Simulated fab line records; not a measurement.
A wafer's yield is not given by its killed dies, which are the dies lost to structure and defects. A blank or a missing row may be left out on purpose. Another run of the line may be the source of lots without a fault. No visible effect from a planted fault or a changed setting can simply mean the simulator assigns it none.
Chamber matching | flow n5_finfet | ald_metal-04 running N5_BEOL_M9_ALD_74: 4 sister chambers
The step deposits TaN, target thk 2 nm, pulse time 2 s, purge time 3 s. 18 wafers are shown with their chamber, then 9 later ones without.

== WAFERS PAIRED WITH THEIR CHAMBERS ==
wafer  | chamber | heater_power_w (W) | precursor_vessel_temp_c (C)
L076.1 | 0       | 438                | 74.86
L076.2 | 2       | 463                | 74.98
L076.4 | 3       | 390                | 74.99
L077.4 | 0       | 449                | 75.21
L077.5 | 3       | 393                | 74.74
L077.6 | 0       | 445                | 75.03
L079.2 | 3       | 400                | 75.01
L079.3 | 2       | 466                | 75.06
L079.4 | 0       | 451                | 74.93
L083.4 | 0       | 437                | 75.05
L083.5 | 1       | 452                | 75.22
L083.6 | 2       | 464                | 75.06
L085.1 | 2       | 465                | 75.09
L085.4 | 2       | 450                | 74.99
L085.5 | 3       | 402                | 75.03
L089.4 | 1       | 453                | 75.04
L089.5 | 3       | 389                | 74.95
L089.6 | 2       | 456                | 75.06

SIGNATURES, as means of the wafers listed above
reading                 | chamber 0 | chamber 1 | chamber 2 | chamber 3 | scatter within a chamber
heater_power_w          | 444.00    | 452.50    | 460.67    | 394.80    | 5.97
precursor_vessel_temp_c | 75.0160   | 75.1300   | 75.0400   | 74.9440   | 0.104
Rule: for a wafer and a chamber, the distance is found by dividing, reading by reading, the gap between the wafer's reading and the chamber's mean by the reading's scatter, squaring, summing and taking the root. The wafer belongs to the nearest chamber; if the next one is less than 2 further off, it can't be placed. The scatter: the root of (the sum of the squares of (reading less its chamber's mean) over the shown wafers, divided by (wafers less chambers)).

== WAFERS WITHOUT THEIR CHAMBER ==
wafer  | heater_power_w (W) | precursor_vessel_temp_c (C)
L090.1 | 399                | 74.95
L090.2 | 468                | 74.89
L090.3 | 441                | 74.88
L095.2 | 453                | 74.97
L095.4 | 461                | 75.02
L095.5 | 448                | 74.94
L096.3 | 449                | 75.22
L096.4 | 466                | 74.98
L096.6 | 390                | 74.86

== THE CHAMBER EACH PASSED THROUGH ==
wafer  | from the rows above          | in truth
L090.1 | 3                            | 3
L090.2 | can't be placed: 2 or 1      | 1
L090.3 | can't be placed: 0 or 1      | 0
L095.2 | can't be placed: 2 or 1 or 0 | 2
L095.4 | can't be placed: 2 or 1      | 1
L095.5 | can't be placed: 0 or 1 or 2 | 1
L096.3 | can't be placed: 1 or 0 or 2 | 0
L096.4 | can't be placed: 2 or 1      | 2
L096.6 | 3                            | 3
Placed correctly: 2 of 9. Not placeable from these rows: 7 (in 7, the candidates include the true chamber). 0 placed wrongly.
